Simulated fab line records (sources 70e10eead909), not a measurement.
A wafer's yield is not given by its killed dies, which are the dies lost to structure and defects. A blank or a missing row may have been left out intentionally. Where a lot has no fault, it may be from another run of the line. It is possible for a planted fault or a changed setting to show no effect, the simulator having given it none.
fab line records	flow nand-harc
record: lots: 6	wafers: 18	last-day: 34
route steps=1302 shown A_ONON_D1@434 END@1302
lots that met no fault: from a run of the same line without faults
start-h: hours from the record's opening day to when the first of the lot's shown wafers began	wait-h: hours from the lot's prior step to this one	" identical to the entry in the row above	L1.1+2: several wafers, shown together as one row	- value missing, or start not given	* or withheld: withheld	< > ~ a bound
route shown NAME@n: names a module that has steps shown in the file, with the first one's number in the route	usual: the fault-free wafers' mean and standard deviation	same: alike in all rows	chamber/n: place in a boat	sites: the reading at each site	_std_site: standard deviation across them	_edge_site: inner sites' mean taken away from outer sites' mean	radius-mm: for every site, how far away it sits from the centre of the wafer	mask NAME#n: copy n	behind: the last tool/chamber to shape the wafer	hold: why the lot was held/for how many hours/how that ended	device: the n, p or np transistor that did not switch	end of line: tests of these same wafers at the route's end	for a step that has no rows: nothing shown but its recipe	killed: the dies lost at the first sort to structure and to defects; this is not the yield of the wafer	map: shows each die of a wafer: x if killed, . if not, _ if none is there
set.NAME: setting as actually run; set.NAME@STEP: the setting as run at that earlier step	model.NAME: the simulator's own value behind a step, which no gauge read
lots at selected steps of the route; one table per step, one row per wafer
services: from which hour (start-h, from the record's first day; less than 0 if before it) a tool's chamber was out of use, for how many hours, and why
== steps ==
step: NHARC_A_ONON_D1_ANNEAL_15
recipe: temp-c: 750	time-s: 3600
step: NHARC_A_ONON_D1_DEP_16
recipe: target-thk-a: 10000	n2-flow-sccm: 2750	n2o-flow-sccm: 2000	nh3-flow-sccm: 500	sih4-flow-sccm: 210	temp-c: 400
step: NHARC_A_ONON_D1_THK_MEAS_18
recipe: thk-meas-gauge: ellipsometry
usual: thk-nm: 1001/12
lot.wafer	tool	chamber	start-h	wait-h	thk-nm
L974.1	film-metro-01	-	176.83	-	990
L974.2	"	-	"	"	989
L974.6	"	-	"	"	988
L979.1	film-metro-02	-	228.43	-	988
L979.4	"	-	"	"	989
L979.6	"	-	"	"	987
L989.4	film-metro-01	-	321.99	-	1004
L989.5	"	-	"	"	1006
L989.6	"	-	"	"	1005
L990.1	film-metro-01	-	335.45	-	1001
L990.2	"	-	"	"	1001
L990.4	"	-	"	"	999
L996.2	film-metro-02	-	395.99	-	990
L996.5	"	-	"	"	989
L996.6	"	-	"	"	990
L997.1	film-metro-01	-	403.68	-	980
L997.2	"	-	"	"	981
L997.5	"	-	"	"	980
step: NHARC_A_ONON_D1_DEP_19
recipe: target-thk-a: 10000	n2-flow-sccm: 2750	n2o-flow-sccm: 2000	nh3-flow-sccm: 500	sih4-flow-sccm: 210	temp-c: 400
step: NHARC_A_ONON_D1_THK_MEAS_21
recipe: thk-meas-gauge: ellipsometry
usual: thk-nm: 1001/10
lot.wafer	tool	chamber	start-h	wait-h	thk-nm
L974.1	film-metro-01	-	177.40	-	1013
L974.2	"	-	"	"	1012
L974.6	"	-	"	"	1014
L979.1	film-metro-02	-	228.99	-	1001
L979.4	"	-	"	"	999
L979.6	"	-	"	"	999
L989.4	film-metro-01	-	322.55	-	1002
L989.5	"	-	"	"	999
L989.6	"	-	"	"	1000
L990.1	film-metro-02	-	336.02	-	1000
L990.2	"	-	"	"	999
L990.4	"	-	"	"	1001
L996.2	film-metro-01	-	396.56	-	1006
L996.5	"	-	"	"	1005
L996.6	"	-	"	"	1004
L997.1	film-metro-01	-	404.25	-	1011
L997.2	"	-	"	"	1010
L997.5	"	-	"	"	1011
step: NHARC_A_ONON_D1_DEP_22
recipe: target-thk-a: 10000	n2-flow-sccm: 2750	n2o-flow-sccm: 2000	nh3-flow-sccm: 500	sih4-flow-sccm: 210	temp-c: 400
step: NHARC_A_ONON_D1_THK_MEAS_24
recipe: thk-meas-gauge: ellipsometry
usual: thk-nm: 1001/8.6
lot.wafer	tool	chamber	start-h	wait-h	thk-nm
L974.1	film-metro-02	-	177.97	-	985
L974.2	"	-	"	"	986
L974.6	"	-	"	"	986
L979.1	film-metro-01	-	229.56	-	992
L979.4	"	-	"	"	991
L979.6	"	-	"	"	993
L989.4	film-metro-02	-	323.12	-	1007
L989.5	"	-	"	"	1007
L989.6	"	-	"	"	1008
L990.1	film-metro-01	-	336.59	-	994
L990.2	"	-	"	"	994
L990.4	"	-	"	"	994
L996.2	film-metro-02	-	397.13	-	1007
L996.5	"	-	"	"	1006
L996.6	"	-	"	"	1004
L997.1	film-metro-02	-	404.82	-	999
L997.2	"	-	"	"	1001
L997.5	"	-	"	"	999
step: NHARC_A_ONON_D1_DEP_25
recipe: target-thk-a: 10000	n2-flow-sccm: 2750	n2o-flow-sccm: 2000	nh3-flow-sccm: 500	sih4-flow-sccm: 210	temp-c: 400
step: NHARC_A_ONON_D1_THK_MEAS_27
recipe: thk-meas-gauge: ellipsometry
usual: thk-nm: 997/11
lot.wafer	tool	chamber	start-h	wait-h	thk-nm
L974.1	film-metro-02	-	178.54	-	1022
L974.2	"	-	"	"	1021
L974.6	"	-	"	"	1022
L979.1	film-metro-01	-	230.13	-	989
L979.4	"	-	"	"	987
L979.6	"	-	"	"	990
L989.4	film-metro-01	-	323.68	-	1001
L989.5	"	-	"	"	1000
L989.6	"	-	"	"	1003
L990.1	film-metro-01	-	337.16	-	1008
L990.2	"	-	"	"	1006
L990.4	"	-	"	"	1008
L996.2	film-metro-02	-	397.69	-	1003
L996.5	"	-	"	"	1001
L996.6	"	-	"	"	1001
L997.1	film-metro-01	-	405.38	-	993
L997.2	"	-	"	"	993
L997.5	"	-	"	"	994
step: NHARC_A_ONON_D1_DEP_28
recipe: target-thk-a: 10000	n2-flow-sccm: 2750	n2o-flow-sccm: 2000	nh3-flow-sccm: 500	sih4-flow-sccm: 210	temp-c: 400
step: NHARC_A_ONON_D1_THK_MEAS_30
recipe: thk-meas-gauge: ellipsometry
usual: thk-nm: 1004/7.4
lot.wafer	tool	chamber	start-h	wait-h	thk-nm
L974.1	film-metro-02	-	179.11	-	991
L974.2	"	-	"	"	993
L974.6	"	-	"	"	993
L979.1	film-metro-02	-	230.69	-	990
L979.4	"	-	"	"	990
L979.6	"	-	"	"	991
L989.4	film-metro-02	-	324.25	-	1012
L989.5	"	-	"	"	1011
L989.6	"	-	"	"	1011
L990.1	film-metro-02	-	337.72	-	1002
L990.2	"	-	"	"	1000
L990.4	"	-	"	"	1000
L996.2	film-metro-02	-	398.26	-	1015
L996.5	"	-	"	"	1014
L996.6	"	-	"	"	1014
L997.1	film-metro-02	-	405.95	-	996
L997.2	"	-	"	"	997
L997.5	"	-	"	"	995
step: NHARC_A_ONON_D1_DEP_33
recipe: target-thk-a: 2000	temp-c: 400	pressure-torr: 6.5	rf-w: 900	teos-flow-sccm: 161.4	flow-sccm: 2650	target-thk-nm: 200	gas: O2	material: SiO2
usual: heater-power-w: 577/84	rf-fwd-power-W: 898.2/2.5	showerhead-vpp-V: 1913/84	throttle-valve-pct: 16.3/0.46
lot.wafer	tool	chamber	start-h	wait-h	heater-power-w	rf-fwd-power-W	showerhead-vpp-V	throttle-valve-pct
L974.2	pecvd-04	0	179.17	0.1	487	897.3	1793	16.6
L974.1	"	1	"	"	659	897.4	1819	15.6
L974.6	"	0	"	"	511	892.4	1864	16.4
L979.1	pecvd-04	2	230.79	0.1	556	898.8	2025	17.3
L979.6	"	1	"	"	640	901.0	1778	16.0
L979.4	"	2	"	"	567	898.7	1980	17.2
L989.5	pecvd-04	2	324.44	0.2	569	895.7	1983	16.6
L989.6	"	0	"	"	523	541.8	1426	16.4
L989.4	"	1	"	"	548	899.4	1789	16.1
L990.1	pecvd-04	0	337.78	0.1	593	537.4	1412	16.7
L990.2	"	2	"	"	563	897.3	1993	17.0
L990.4	"	2	"	"	557	897.8	1953	16.5
L996.2	pecvd-02	1	398.31	0.1	591	899.5	1932	16.2
L996.6	"	1	"	"	616	896.1	1979	16.4
L996.5	"	0	"	"	650	895.9	2004	16.1
L997.2	pecvd-02	2	406.01	0.1	607	902.0	1947	16.8
L997.1	"	1	"	"	600	896.1	1968	16.4
L997.5	"	1	"	"	622	904.4	1969	16.0
step: NHARC_A_ONON_D1_THK_MEAS_34
recipe: thk-meas-gauge: ellipsometry
usual: thk-nm: 199.6/3
lot.wafer	tool	chamber	start-h	wait-h	thk-nm
L974.1	film-metro-01	-	179.58	-	194.2
L974.2	"	-	"	"	191.8
L974.6	"	-	"	"	193.9
L979.1	film-metro-02	-	231.17	-	198.5
L979.4	"	-	"	"	200.1
L979.6	"	-	"	"	202.8
L989.4	film-metro-01	-	324.73	-	206.1
L989.5	"	-	"	"	202.7
L989.6	"	-	"	"	172.4
L990.1	film-metro-01	-	338.19	-	169.7
L990.2	"	-	"	"	199.4
L990.4	"	-	"	"	203.0
L996.2	film-metro-02	-	398.76	-	194.2
L996.5	"	-	"	"	199.7
L996.6	"	-	"	"	198.8
L997.1	film-metro-02	-	406.42	-	196.0
L997.2	"	-	"	"	196.9
L997.5	"	-	"	"	196.7
step: NHARC_END_SORT_01
recipe: temp-c: 25
usual: killed-at-array: 49/19	killed-at-other: 0.9/1.1	killed-at-periphery: 4.0/2.7	killed-dies: 54/19	killed-open: 3.3/1.8	killed-short: 2.6/1.6
same: gross-dies: 677
lot.wafer	tool	chamber	start-h	wait-h	killed-at-array	killed-at-other	killed-at-periphery	killed-dies	killed-open	killed-short
L979.6	prober-01	0	619.06	4.0	23	0	6	29	0	5
L989.4	prober-02	0	724.95	3.4	33	2	3	38	7	4
L989.5	prober-02	0	725.75	3.7	24	0	4	28	2	4
L989.6	prober-02	0	726.55	4.0	19	1	3	23	2	5
killed by level:class
L979.6 A_CHANNEL_HOLE_D2:chamber-film-flake=6 A_STAIRCASE:chamber-film-flake=5 P_GATE:chamber-film-flake=4 A_CONTACT:chamber-film-flake=4 A_CHANNEL_HOLE_D1:chamber-film-flake=3 A_CHANNEL_FILL_D1:geometric-particle:short=2 P_M0:geometric-particle:short=1 A_SOURCE_PLATE:geometric-particle:short=1
L989.4 A_CHANNEL_HOLE_D1:chamber-film-flake=9 A_SLIT:chamber-film-flake=7 A_CONTACT:chamber-film-flake=6 P_M0:geometric-particle:open=2 A_CHANNEL_FILL_D1:geometric-particle:short=2 A_DECK1_JOINT:geometric-particle:open=2 A_CHANNEL_HOLE_D2:chamber-film-flake=2 A_ONON_D1:geometric-particle:short=1
L989.5 A_CHANNEL_HOLE_D1:chamber-film-flake=11 A_SLIT:chamber-film-flake=4 A_CONTACT:chamber-film-flake=3 A_CHANNEL_HOLE_D2:chamber-film-flake=2 P_GATE:geometric-particle:short=1 P_M0:geometric-particle:short=1 A_ONON_D1:geometric-particle:open=1 A_DECK1_JOINT:geometric-particle:short=1
L989.6 A_CHANNEL_HOLE_D1:chamber-film-flake=9 A_CONTACT:chamber-film-flake=3 A_WL_FILL:geometric-particle:short=2 P_ZERO_WELL:chamber-film-flake=2 A_SLIT:chamber-film-flake=2 P_STI:geometric-particle:short=1 A_ONON_D1:geometric-particle:short=1 A_CHANNEL_FILL_D1:geometric-particle:open=1
== services ==
tool	chamber	start-h	hours	kind
pecvd-02	2	176.09	4.2	repair
pecvd-04	1	202.67	2.5	repair
pecvd-02	-	227.02	13.0	pm
pecvd-02	0	227.02	13.0	vent-cycle
pecvd-02	1	227.02	13.0	vent-cycle
pecvd-02	2	227.02	13.0	vent-cycle
pecvd-02	0	240.02	-	clean
pecvd-02	1	240.02	-	clean
pecvd-02	2	240.02	-	clean
pecvd-04	-	269.05	13.0	pm
pecvd-04	0	269.05	13.0	vent-cycle
pecvd-04	1	269.05	13.0	vent-cycle
pecvd-04	2	269.05	13.0	vent-cycle
pecvd-02	1	269.22	14.4	repair
pecvd-04	0	282.05	-	clean
pecvd-04	1	282.05	-	clean
pecvd-04	2	282.05	-	clean
pecvd-02	-	307.47	1.5	repair
pecvd-04	0	395.88	3.6	repair
== key ==
first-sign: step: NHARC_A_ONON_D1_DEP_33	reading: rf-fwd-power-W	direction: down	sigmas: 99+	usual: *	struck: *
effect: step: NHARC_A_ONON_D1_DEP_33	reading: showerhead-vpp-V	direction: down	sigmas: 5.9	usual: 1913	struck: 1419
effect: step: NHARC_A_ONON_D1_THK_MEAS_34	reading: thk-nm	direction: down	sigmas: 9.6	usual: 199.6	struck: 171.1
met-at NHARC_A_ONON_D1_DEP_33
struck-wafers L989.6,L990.1
tester-left-out L989,L990
onset-between 179.17 324.44
fault: kind: process-parameter-drift	tool: pecvd-04	chamber: 0	onset-h: 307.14	steps: NHARC_A_ONON_D1_DEP_33	channel: rf-w	offset: *	shape: step	end-h: 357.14	acts-in: *	stated: *
tester-left-out: of these lots the tester's yield and bins aren't shown, on N5 and GAA mostly nor the transistor test; their killed dies are dies lost to structure and defects alone, not to doping, threshold or leakage, so they don't give the yield
